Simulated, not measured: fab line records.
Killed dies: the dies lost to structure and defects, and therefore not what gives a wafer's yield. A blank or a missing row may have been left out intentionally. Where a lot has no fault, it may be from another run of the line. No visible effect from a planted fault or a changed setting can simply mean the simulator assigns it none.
Comparing a struck lot with a sound one / flow n5_finfet / 19 out of 1938 route steps
Sound: wafers L970.1, L970.3, L970.6. Wafers struck: L974.1, L974.2, L974.4. The cause is named last.
Per side, at each step with rows, come the tool, then ch with its chambers, and then its first start. Under that, the readings that differ: sound wafers / struck wafers / difference of the means / sigmas: that difference in standard deviations of wafers without a fault.
alike: words and numbers the same on both sides, and readings whose means are apart by under 2 such deviations; not compared: readings that were withheld, readings missing a value for some wafer, numbers with overlapping values and no deviation given by the record, and bounds like >300 which may hide the same value.
The two part at a step that has a row with sigmas, a row that says differs or no value, or rows on one side only. Non-overlapping numbers with no deviation appear without sigmas and do not part them. A reading that every wafer of one side lacks parts them only if that side has two wafers or more.

N5_BEOL_M10_STRIP_77: strips in N2/H2, time 10 s.
  sound: rie_diel-01 ch 0,2,3; struck: rie_diel-05 ch 1,2,3
  alike: chamber_pressure_mTorr, drypump_motor_current_A, oes_product_au, rf_vpp_V, showerhead_plenum_p_Torr, throttle_valve_pct
  not compared: rf_hours_counter_h
N5_BEOL_M10_OCD_MEAS_38:
  sound on ocd-01, day 11 09:52; struck on ocd-02, day 12 18:26
  alike: trench_depth_nm
then, 4 steps without rows for these wafers: N5_BEOL_M10_HM_STRIP_39 (strips TiN in peroxide tin strip, target depth 25 nm, time 158 s); N5_BEOL_M10_SRD_40 (time 30 s); N5_BEOL_M10_PRECLEAN_42 (cleans in residue remover, time 60 s); N5_BEOL_M10_SRD_43 (time 30 s).
N5_BEOL_M10_CD_MEAS_35 targets a cd of 70 nm.
  sound on cd_sem-02, day 11 10:02; struck on cd_sem-01, day 12 18:35
  alike: cd_nm
N5_BEOL_M10_CURE_72: cures SiCOH lowk, time 120 s.
  sound on uv_cure-03 ch 0, day 11 10:12; struck on uv_cure-03 ch 2, day 12 18:38
  alike: lamp_power_pct, wafer_temp_C_max
then, 2 steps without rows for these wafers: N5_BEOL_M10_DEGAS_44 (time 60 s); N5_BEOL_M10_PRE_CLEAN_45 (time 30 s).
N5_BEOL_M10_ALD_74: deposits TaN, target thk 2 nm, pulse time 2 s, purge time 3 s.
  sound on ald_metal-01 ch 0,3, day 11 10:55; struck on ald_metal-04 ch 0,1,3, day 12 19:07
  alike: heater_power_w, precursor_vessel_carrier_sccm
then, 1 step without rows for these wafers: N5_BEOL_M10_SURFACE_TREAT_76.
N5_BEOL_M10_CVD_75: deposits Co from CCTBA/H2, target thk 2 nm, time 138.9 s.
  sound on cvd_co-01 ch 1,2, day 11 11:20; struck on cvd_co-01 ch 0,1, day 12 19:46
N5_BEOL_M10_SPUTTER_48: material Cu, target thk 12 nm, time 2 s.
  sound on pvd_sputter-01, day 11 11:35; struck on pvd_sputter-03, day 12 19:56
  alike: throttle_valve_pct
then, 1 step without rows for these wafers: N5_BEOL_M10_ECD_50 (material Cu, target thk 318 nm).
N5_BEOL_M10_ANNEAL_51: time 90 s.
  sound on rtp_anneal-01 ch 0, day 11 11:49; struck on rtp_anneal-01 ch 0, day 12 20:10
  alike: anneal_temp_c_max, wafer_temp_C_max
N5_BEOL_M10_CMP_52: polishes, stops on SiCOH lowk, t overpolish 7 s, target thk 140 nm.
  sound on cmp-01 ch 1,3, day 11 12:07; struck on cmp-01 ch 1,2,3, day 12 20:28
reading=barrier_field_endpoint_s (s); sound=28.2 27.2 27.9; struck=31.0 31.3 31.4; difference=+3.5; sigmas=+5
  alike: motor_current_A, overpolish_run_s, slurry_filter_dp_kPa, time_to_endpoint_s
N5_BEOL_M10_THK_MEAS_53: measures by xrf.
  sound on film_metro-02, day 11 12:25; struck on film_metro-01, day 12 20:46
  alike: M10_THK
-- the record jumps here: 2 days lie between the struck wafers' starts before and after (it left off in module BEOL_M10 and takes up again in module PASSIVATION, whose first step shown is number 1936 of the route) --
N5_PASSIVATION_PROBE_49:
  only the struck wafers here have rows in the record (prober-02, day 14 22:40); the sound ones have none

## WHERE THEY PART
Last at N5_PASSIVATION_PROBE_49 as far as this record goes, first at N5_BEOL_M10_CMP_52.

WHY: whatever the simulator had introduced
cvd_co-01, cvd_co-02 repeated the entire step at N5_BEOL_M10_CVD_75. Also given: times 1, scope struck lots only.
